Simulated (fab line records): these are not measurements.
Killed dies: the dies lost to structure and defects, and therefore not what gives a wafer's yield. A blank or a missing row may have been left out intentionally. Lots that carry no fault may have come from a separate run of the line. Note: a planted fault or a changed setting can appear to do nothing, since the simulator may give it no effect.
fab line records ; flow nand_harc
[record] lots = 7; wafers = 21; last_day = 25
route steps=1159 shown A_BONDPAD@1065 END@1159
lots untouched by any fault: they come from a run of this same line in which no faults occurred
start_h: hours from the record's opening day to when the first of the lot's shown wafers began ; wait_h: hours elapsed since this lot's preceding step ; " same as the row above ; L1.1+2: a row that stands for several wafers ; - either no value or no given start ; * or withheld: withheld ; < > ~ a bound
route shown NAME@n: names a module that has steps shown in the file, with the first one's number in the route ; usual: average and standard deviation across the fault-free wafers ; same: alike in all rows ; chamber/n: place in a boat ; sites: readings site by site ; _std_site: the values' standard deviation ; _edge_site: inner sites' mean taken away from outer sites' mean ; radius_mm: how far each site lies from the wafer's centre ; mask NAME#n: copy n ; behind: the most recent tool/chamber to have shaped the wafer ; hold: cause of the lot's hold/its duration in hours/its outcome ; device: the transistor (n, p or np) that didn't switch ; end of line: the tests these same wafers got at the end of their route ; where a step has no rows: the recipe by itself ; killed: at the first sort, the dies lost to defects and structure; wafer yield is something else ; map: dies across one wafer; x = killed, . = not, _ = none there
set.NAME: the setting the step ran with; set.NAME@STEP: the setting that earlier step ran with ; model.NAME: the simulator's own value behind a step, which no gauge read
lots seen at some steps along the route; tables by step, rows by wafer
services: from which hour (start_h, from the record's first day; less than 0 if before it) a tool's chamber was out of use, for how many hours, and why
[[steps]]
[step NHARC_A_BONDPAD_COAT_33]
[recipe] temp_c = 200; time_s = 65
[step NHARC_A_BONDPAD_COAT_03]
[recipe] spin_rpm = 2000; resist_thk_nm = 600
[step NHARC_A_BONDPAD_SOFTBAKE_04]
[recipe] temp_c = 125; time_s = 70
[step NHARC_A_BONDPAD_EBR_05]
[step NHARC_A_BONDPAD_EXPOSE_06]
[recipe] na = 0.55; dose_mj = 36.99; mask_id = A_BPAD
[step NHARC_A_BONDPAD_PEB_07]
[recipe] peb_temp_c = 128; peb_time_s = 80
[step NHARC_A_BONDPAD_DEVELOP_08]
[recipe] time_s = 50; dev_temp_c = 22
[step NHARC_A_BONDPAD_CD_MEAS_09]
[recipe] target_cd_nm = 500; landing_energy_ev = 500
[usual] cd_nm = 500.6/1.8
[same] landing_energy_ev = 500
lot.wafer;tool;chamber;start_h;wait_h;cd_nm
L882.2;cd_sem-01;0;414.54;-;498.9
L882.3;cd_sem-01;0;414.54;-;499.7
L882.5;cd_sem-01;0;414.54;-;500.9
L890.1;cd_sem-01;0;454.42;-;497.8
L890.5;cd_sem-01;0;454.42;-;501.6
L890.6;cd_sem-01;0;454.42;-;499.1
L885.1;cd_sem-03;0;461.29;-;501.3
L885.5;cd_sem-03;0;461.29;-;501.9
L885.6;cd_sem-03;0;461.29;-;499.1
L892.2;cd_sem-02;0;475.04;-;498.3
L892.3;cd_sem-02;0;475.04;-;499.2
L892.6;cd_sem-02;0;475.04;-;501.8
L899.1;cd_sem-02;0;522.68;-;498.8
L899.5;cd_sem-02;0;522.68;-;502.1
L899.6;cd_sem-02;0;522.68;-;498.4
L900.3;cd_sem-01;0;526.87;-;500.5
L900.5;cd_sem-01;0;526.87;-;502.1
L900.6;cd_sem-01;0;526.87;-;499.5
L901.2;cd_sem-02;0;553.62;-;501.5
L901.5;cd_sem-02;0;553.62;-;499.6
L901.6;cd_sem-02;0;553.62;-;500.3
[step NHARC_A_BONDPAD_OVL_MEAS_35]
[usual] overlay_x_nm = 0/6; overlay_y_nm = -1/6.7
lot.wafer;tool;chamber;start_h;wait_h;overlay_x_nm;overlay_y_nm
L882.2;overlay-02;-;414.63;-;-3;3
L882.3;overlay-02;-;414.63;-;-3;2
L882.5;overlay-02;-;414.63;-;-3;3
L890.1;overlay-02;-;454.50;-;1;1
L890.5;overlay-02;-;454.50;-;1;1
L890.6;overlay-02;-;454.50;-;1;1
L885.1;overlay-01;-;461.38;-;-7;9
L885.5;overlay-01;-;461.38;-;-6;9
L885.6;overlay-01;-;461.38;-;-6;8
L892.2;overlay-02;-;475.13;-;13;-8
L892.3;overlay-02;-;475.13;-;13;-8
L892.6;overlay-02;-;475.13;-;13;-8
L899.1;overlay-01;-;522.77;-;-7;-1
L899.5;overlay-01;-;522.77;-;-7;-1
L899.6;overlay-01;-;522.77;-;-7;-1
L900.3;overlay-02;-;526.96;-;2;-5
L900.5;overlay-02;-;526.96;-;2;-4
L900.6;overlay-02;-;526.96;-;3;-5
L901.2;overlay-01;-;553.70;-;-3;-1
L901.5;overlay-01;-;553.70;-;-3;-1
L901.6;overlay-01;-;553.70;-;-3;-2
[step NHARC_A_BONDPAD_HARDBAKE_10]
[recipe] temp_c = 118; time_s = 65
[step NHARC_A_BONDPAD_DESCUM_11]
[recipe] time_s = 3; o2_flow_sccm = 200; ar_flow_sccm = 0; bias_power_w = 0; chemistry = O2
[usual] chamber_pressure_mTorr = 60.01/0.052; drypump_motor_current_A = 6.0/0.5; oes_product_au = 1.003/0.011; rf_vpp_V = 57.7/0.81; showerhead_plenum_p_Torr = 1.88/0.091; throttle_valve_pct = 11.311/0.0086
lot.wafer;tool;chamber;start_h;wait_h;chamber_pressure_mTorr;drypump_motor_current_A;oes_product_au;rf_hours_counter_h;rf_vpp_V;showerhead_plenum_p_Torr;throttle_valve_pct
L882.3;rie_diel-10;3;414.75;-;59.95;6.2;0.995;2;58.7;2.05;11.302
L882.2;rie_diel-10;0;414.75;-;60.07;5.9;1.017;2;57.8;1.80;11.320
L882.5;rie_diel-10;3;414.75;-;60.04;6.2;0.995;-;59.0;2.05;11.295
L890.1;rie_diel-10;3;454.63;-;60.11;6.2;0.995;4;58.3;2.05;11.308
L890.6;rie_diel-10;3;454.63;-;60.03;6.2;0.985;-;57.7;2.05;11.311
L890.5;rie_diel-10;0;454.63;-;60.03;5.9;1.012;-;57.9;1.80;11.307
L885.1;rie_diel-10;2;461.50;-;60.03;5.4;1.006;4;57.1;1.80;11.312
L885.5;rie_diel-10;2;461.50;-;60.09;5.4;1.010;-;58.4;1.80;11.309
L885.6;rie_diel-10;3;461.50;-;59.98;6.3;0.998;-;58.7;2.05;11.305
L892.3;rie_diel-10;2;475.26;-;60.00;5.4;1.016;5;57.5;1.80;11.309
L892.2;rie_diel-10;3;475.26;-;60.08;6.3;1.005;4;59.0;2.05;11.316
L892.6;rie_diel-10;2;475.26;-;59.96;5.4;1.013;-;57.6;1.80;11.316
L899.1;rie_diel-10;3;522.90;-;59.94;6.3;0.993;6;57.1;2.05;11.317
L899.5;rie_diel-10;2;522.90;-;59.94;5.4;0.999;-;58.3;1.80;11.310
L899.6;rie_diel-10;3;522.90;-;60.02;6.2;0.994;-;58.8;2.05;11.314
L900.3;rie_diel-10;1;527.09;-;60.00;6.7;0.999;5;57.0;1.89;11.329
L900.5;rie_diel-10;0;527.09;-;60.03;5.9;1.026;-;57.9;1.80;11.316
L900.6;rie_diel-10;1;527.09;-;59.96;6.7;1.009;-;58.8;1.89;11.308
L901.2;rie_diel-10;3;553.83;-;59.99;6.3;0.997;1;59.1;2.05;11.316
L901.6;rie_diel-10;3;553.83;-;60.03;6.2;0.994;-;57.6;2.05;11.325
L901.5;rie_diel-10;0;553.83;-;60.01;5.9;1.021;-;57.9;1.80;11.304
[step NHARC_A_BONDPAD_ETCH_34]
[recipe] target_depth_a = 600; overetch_a = 180; time_s = 65.91; ion_energy_ev = 200; n2_flow_sccm = 150; h2_flow_sccm = 150; ar_flow_sccm = 0; rf_w = 400; bias_w = 150; chemistry = N2/H2
[usual] bias_w = 150.0/0.45; chamber_pressure_mTorr = 29.997/0.025; drypump_motor_current_A = 6.0/0.5; oes_product_au = 1.004/0.01; rf_fwd_power_W = 395.9/1.5; rf_vpp_V = 429.4/2.8; showerhead_plenum_p_Torr = 2.00/0.1; throttle_valve_pct = 14.171/0.0088
lot.wafer;tool;chamber;start_h;wait_h;bias_w;chamber_pressure_mTorr;drypump_motor_current_A;oes_product_au;rf_fwd_power_W;rf_hours_counter_h;rf_vpp_V;showerhead_plenum_p_Torr;throttle_valve_pct
L882.2;rie_diel-10;1;414.95;0.2;149.3;29.949;6.8;1.002;396.1;1;429.0;2.01;14.176
L882.3;rie_diel-10;2;414.95;0.2;149.6;29.975;5.4;1.015;396.5;2;426.4;1.91;14.170
L882.5;rie_diel-10;2;414.95;0.2;149.7;29.963;5.4;1.007;395.4;-;427.7;1.91;14.163
L890.1;rie_diel-10;3;454.73;0.1;150.1;29.970;6.3;1.014;396.1;4;433.3;2.19;14.187
L890.5;rie_diel-10;1;454.73;0.1;150.4;30.021;6.8;0.999;395.8;-;429.8;2.01;14.166
L890.6;rie_diel-10;2;454.73;0.1;150.0;29.991;5.5;1.008;394.3;-;427.2;1.91;14.173
L885.1;rie_diel-10;1;461.59;0.1;149.8;30.005;6.8;1.008;396.2;3;430.2;2.01;14.168
L885.5;rie_diel-10;0;461.59;0.1;150.4;30.019;5.9;1.018;392.7;-;426.5;1.92;14.179
L885.6;rie_diel-10;1;461.59;0.1;149.5;30.011;6.8;1.010;394.3;-;429.3;2.01;14.181
L892.3;rie_diel-10;2;475.34;0.1;149.8;30.037;5.4;1.008;395.8;5;426.3;1.91;14.186
L892.2;rie_diel-10;3;475.34;0.1;150.2;30.023;6.3;0.993;393.4;5;434.7;2.19;14.166
L892.6;rie_diel-10;3;475.34;0.1;150.6;29.997;6.2;0.999;395.6;-;433.6;2.19;14.173
L899.1;rie_diel-10;3;522.98;0.1;150.8;30.054;6.2;0.997;394.1;6;433.8;2.19;14.181
L899.5;rie_diel-10;3;522.98;0.1;149.7;30.006;6.2;0.983;395.5;-;433.1;2.19;14.167
L899.6;rie_diel-10;0;522.98;0.1;149.7;30.032;5.9;1.011;395.9;-;427.5;1.92;14.183
L900.3;rie_diel-10;1;527.18;0.1;149.5;30.013;6.8;1.004;394.6;5;430.5;2.01;14.188
L900.6;rie_diel-10;3;527.18;0.1;148.7;30.050;6.3;0.991;396.4;-;435.3;2.19;14.172
L900.5;rie_diel-10;0;527.18;0.1;150.2;30.030;5.9;1.016;395.8;-;426.4;1.92;14.171
L901.2;rie_diel-10;2;553.93;0.1;149.6;29.984;5.4;1.010;392.9;1;426.9;1.91;14.170
L901.6;rie_diel-10;3;553.93;0.1;150.1;29.991;6.3;0.993;395.4;-;434.0;2.19;14.173
L901.5;rie_diel-10;0;553.93;0.1;150.1;29.985;5.9;1.015;393.6;-;428.9;1.92;14.178
[step NHARC_A_BONDPAD_ETCH_12]
[recipe] target_depth_a = 2200; time_s = 110; chf3_flow_sccm = 50; o2_flow_sccm = 10; ar_flow_sccm = 200; rf_w = 500; bias_w = 200; chemistry = CHF3/O2
[usual] bias_w = 200.0/0.61; chamber_pressure_mTorr = 24.997/0.025; drypump_motor_current_A = 6.0/0.49; oes_product_au = 0.950/0.024; rf_fwd_power_W = 496.6/1.6; rf_vpp_V = 369.7/2.5; showerhead_plenum_p_Torr = 2.36/0.11; throttle_valve_pct = 20.572/0.0098
lot.wafer;tool;chamber;start_h;wait_h;bias_w;chamber_pressure_mTorr;drypump_motor_current_A;oes_product_au;rf_fwd_power_W;rf_hours_counter_h;rf_vpp_V;showerhead_plenum_p_Torr;throttle_valve_pct
L882.2;rie_diel-10;3;415.10;-;200.1;25.005;6.3;0.932;496.0;2;374.2;2.57;20.568
L882.3;rie_diel-10;0;415.10;-;201.0;24.994;5.9;0.957;496.8;2;368.0;2.27;20.579
L882.5;rie_diel-10;1;415.10;-;200.5;25.003;6.8;0.953;495.8;-;371.6;2.37;20.565
L890.1;rie_diel-10;2;454.83;-;199.2;25.018;5.4;0.918;494.1;4;367.1;2.26;20.595
L890.6;rie_diel-10;3;454.83;-;200.4;24.963;6.3;0.912;499.1;-;374.0;2.57;20.572
L890.5;rie_diel-10;0;454.83;-;198.8;24.972;5.9;0.938;494.3;-;367.8;2.27;20.579
L885.1;rie_diel-10;2;461.68;-;201.0;24.992;5.5;0.933;496.2;4;366.8;2.26;20.563
L885.6;rie_diel-10;2;461.68;-;200.2;24.998;5.5;0.934;497.8;-;367.8;2.26;20.561
L885.5;rie_diel-10;3;461.68;-;200.8;24.982;6.2;0.925;497.0;-;373.7;2.57;20.574
L892.2;rie_diel-10;2;475.43;-;200.5;25.027;5.4;0.921;496.4;5;367.7;2.26;20.580
L892.3;rie_diel-10;1;475.43;-;199.2;24.972;6.8;0.919;493.1;3;369.3;2.37;20.582
L892.6;rie_diel-10;2;475.43;-;199.8;25.027;5.4;0.924;495.7;-;366.5;2.26;20.551
L899.1;rie_diel-10;0;523.09;-;200.8;25.022;5.9;1.161;694.7;6;367.0;2.27;20.562
L899.5;rie_diel-10;2;523.09;-;201.3;24.975;5.4;1.141;695.0;-;366.4;2.26;20.578
L899.6;rie_diel-10;3;523.09;-;200.0;24.990;6.2;1.132;697.5;-;373.8;2.57;20.582
L900.3;rie_diel-10;3;527.27;-;199.5;24.997;6.3;1.201;696.6;6;375.4;2.57;20.582
L900.5;rie_diel-10;2;527.27;-;200.6;24.962;5.4;1.213;699.9;-;365.8;2.26;20.574
L900.6;rie_diel-10;3;527.27;-;200.6;24.995;6.3;1.201;693.9;-;374.2;2.57;20.574
L901.2;rie_diel-10;1;554.01;-;200.3;24.977;6.8;1.242;695.5;1;370.7;2.37;20.564
L901.6;rie_diel-10;0;554.01;-;199.4;24.945;5.9;1.228;693.4;-;366.9;2.27;20.577
L901.5;rie_diel-10;1;554.01;-;199.6;24.993;6.8;1.248;695.2;-;370.0;2.37;20.587
[step NHARC_A_BONDPAD_CD_MEAS_13]
[usual] cd_nm = 500.3/2
lot.wafer;tool;chamber;start_h;wait_h;cd_nm
L882.2;cd_sem-03;-;415.22;-;498.8
L882.3;cd_sem-03;-;415.22;-;499.5
L882.5;cd_sem-03;-;415.22;-;501.6
L890.1;cd_sem-03;-;454.96;-;496.8
L890.5;cd_sem-03;-;454.96;-;500.3
L890.6;cd_sem-03;-;454.96;-;497.7
L885.1;cd_sem-03;-;461.81;-;501.2
L885.5;cd_sem-03;-;461.81;-;501.0
L885.6;cd_sem-03;-;461.81;-;498.8
L892.2;cd_sem-01;-;475.58;-;499.0
L892.3;cd_sem-01;-;475.58;-;499.5
L892.6;cd_sem-01;-;475.58;-;501.5
L899.1;cd_sem-03;-;523.21;-;500.6
L899.5;cd_sem-03;-;523.21;-;504.6
L899.6;cd_sem-03;-;523.21;-;501.4
L900.3;cd_sem-02;-;527.41;-;503.0
L900.5;cd_sem-02;-;527.41;-;505.4
L900.6;cd_sem-02;-;527.41;-;502.7
L901.2;cd_sem-03;-;554.14;-;503.2
L901.5;cd_sem-03;-;554.14;-;502.4
L901.6;cd_sem-03;-;554.14;-;502.9
[step NHARC_END_SORT_01]
[recipe] temp_c = 25
[usual] defect_limited_yield = 95.3/1.6; killed_at_array = 27/12; killed_at_other = 0.8/1; killed_at_periphery = 4.0/2.5; killed_dies = 32/11; killed_open = 3.3/1.8; killed_short = 2.0/1.5; sort_bin_2_pct = 1.5/0.59; sort_bin_3_pct = 0.27/0.22; sort_bin_4_pct = 3.0/1.1; sort_n_pass = 645/11; sort_rim_yield_pct = 95.6/2.7; sort_yield_pct = 95.3/1.6
[same] gross_dies = 677; sort_bin_5_pct[%] = 0; sort_bin_6_pct[%] = 0; sort_bin_7_pct[%] = 0; sort_bin_8_pct[%] = 0; sort_rim_n_gross = 106.00
lot.wafer;tool;chamber;start_h;wait_h;defect_limited_yield[%];killed_at_array;killed_at_other;killed_at_periphery;killed_dies;killed_open;killed_short;sort_bin_2_pct[%];sort_bin_3_pct[%];sort_bin_4_pct[%];sort_n_pass;sort_rim_yield_pct[%];sort_yield_pct[%]
L892.2;prober-01;0;508.53;2.8;96.3;18;0;7;25;3;1;1.0;0.30;2.4;652;95.3;96.3
L892.3;prober-01;0;509.31;3.1;96.9;14;0;7;21;4;1;0.9;0.30;1.9;656;98.1;96.9
L892.6;prober-01;0;511.67;3.9;96.5;20;1;3;24;2;2;1.2;0;2.4;653;96.2;96.5
L899.1;prober-02;0;557.60;2.5;91.9;50;1;4;55;9;5;3.2;0.15;4.7;622;86.8;91.9
L899.5;prober-02;0;560.76;3.7;91.6;51;1;5;57;5;8;2.7;0.89;4.9;620;90.6;91.6
L899.6;prober-02;0;561.54;3.9;92.0;49;1;4;54;3;2;2.1;0.44;5.5;623;97.2;92.0
// killed by level:class
L892.2 P_GATE:chamber_film_flake=6 A_CONTACT:chamber_film_flake=6 A_BLC:chamber_film_flake=3 A_CHANNEL_HOLE_D1:chamber_film_flake=3 A_STAIRCASE:chamber_film_flake=2 A_CHANNEL_HOLE_D1:geometric_particle:open=1 A_WL_FILL:geometric_particle:open=1 A_BLC:geometric_particle:open=1
L892.3 A_CHANNEL_HOLE_D1:chamber_film_flake=5 A_STAIRCASE:chamber_film_flake=4 P_STI:chamber_film_flake=2 P_GATE:chamber_film_flake=2 A_BLC:chamber_film_flake=2 P_GATE:geometric_particle:open=1 P_CONTACT:geometric_particle:open=1 P_M2:geometric_particle:open=1
L892.6 A_CHANNEL_HOLE_D1:chamber_film_flake=7 A_BLC:chamber_film_flake=4 A_CONTACT:chamber_film_flake=4 P_M0:geometric_particle:open=1 A_WL_FILL:geometric_particle:short=1 A_CONTACT:geometric_particle:short=1 A_M1:geometric_particle:open=1 P_STI:chamber_film_flake=1
L899.1 A_CHANNEL_HOLE_D1:chamber_film_flake=22 A_SLIT:chamber_film_flake=12 A_STAIRCASE:chamber_film_flake=4 A_CHANNEL_FILL_D1:geometric_particle:short=3 P_GATE:geometric_particle:open=2 A_ONON_D1:geometric_particle:open=2 A_CONTACT:geometric_particle:short=2 P_CONTACT:geometric_particle:open=1
L899.5 A_CHANNEL_HOLE_D1:chamber_film_flake=17 A_SLIT:chamber_film_flake=15 A_WL_FILL:geometric_particle:short=4 A_CONTACT:chamber_film_flake=4 A_STAIRCASE:chamber_film_flake=3 P_CONTACT:geometric_particle:short=2 A_M1:chamber_film_flake=2 A_CHANNEL_FILL_D1:geometric_particle:open=2
L899.6 A_CHANNEL_HOLE_D1:chamber_film_flake=20 A_SLIT:chamber_film_flake=13 A_CONTACT:chamber_film_flake=8 A_STAIRCASE:chamber_film_flake=4 P_CONTACT:geometric_particle:open=2 P_M1:geometric_particle:short=1 A_CHANNEL_HOLE_D1:geometric_particle:short=1 A_CONTACT:geometric_particle:open=1
[[services]]
tool;chamber;start_h;hours;kind
rie_diel-10;0;411.50;-;clean
rie_diel-10;1;411.50;-;clean
rie_diel-10;2;411.50;-;clean
rie_diel-10;3;411.50;-;clean
rie_diel-10;1;435.13;6.0;repair
rie_diel-10;0;436.00;-;clean
rie_diel-10;2;436.00;-;clean
rie_diel-10;3;436.00;-;clean
rie_diel-10;0;460.50;-;clean
rie_diel-10;1;460.50;-;clean
rie_diel-10;2;460.50;-;clean
rie_diel-10;3;460.50;-;clean
rie_diel-10;0;485.00;-;clean
rie_diel-10;1;485.00;-;clean
rie_diel-10;2;485.00;-;clean
rie_diel-10;3;485.00;-;clean
rie_diel-10;-;496.65;0.5;repair
rie_diel-10;0;509.50;-;clean
rie_diel-10;1;509.50;-;clean
rie_diel-10;2;509.50;-;clean
rie_diel-10;3;509.50;-;clean
rie_diel-10;-;530.50;9.0;pm
rie_diel-10;0;530.50;9.0;vent_cycle
rie_diel-10;1;530.50;9.0;vent_cycle
[[key]]
[first_sign] step = NHARC_A_BONDPAD_ETCH_12; reading = rf_fwd_power_W; direction = up; sigmas = 99+; usual = *; struck = *
[effect] step = NHARC_A_BONDPAD_ETCH_12; reading = oes_product_au; direction = up; sigmas = 10; usual = 0.950; struck = 1.196
[effect] step = NHARC_A_BONDPAD_CD_MEAS_13; reading = cd_nm; direction = up; sigmas = 1.3; usual = 500.3; struck = 502.9
met_at NHARC_A_BONDPAD_ETCH_12
struck_wafers L899.1,L899.5,L899.6,L900.3,L900.5,L900.6,L901.2,L901.5,L901.6
onset_between 475.43 523.09
[fault] kind = process_parameter_drift; tool = rie_diel-10; chamber = -; onset_h = 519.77; steps = NHARC_A_BONDPAD_ETCH_12; channel = rf_w; offset = *; shape = step; end_h = 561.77; acts_in = *; stated = *
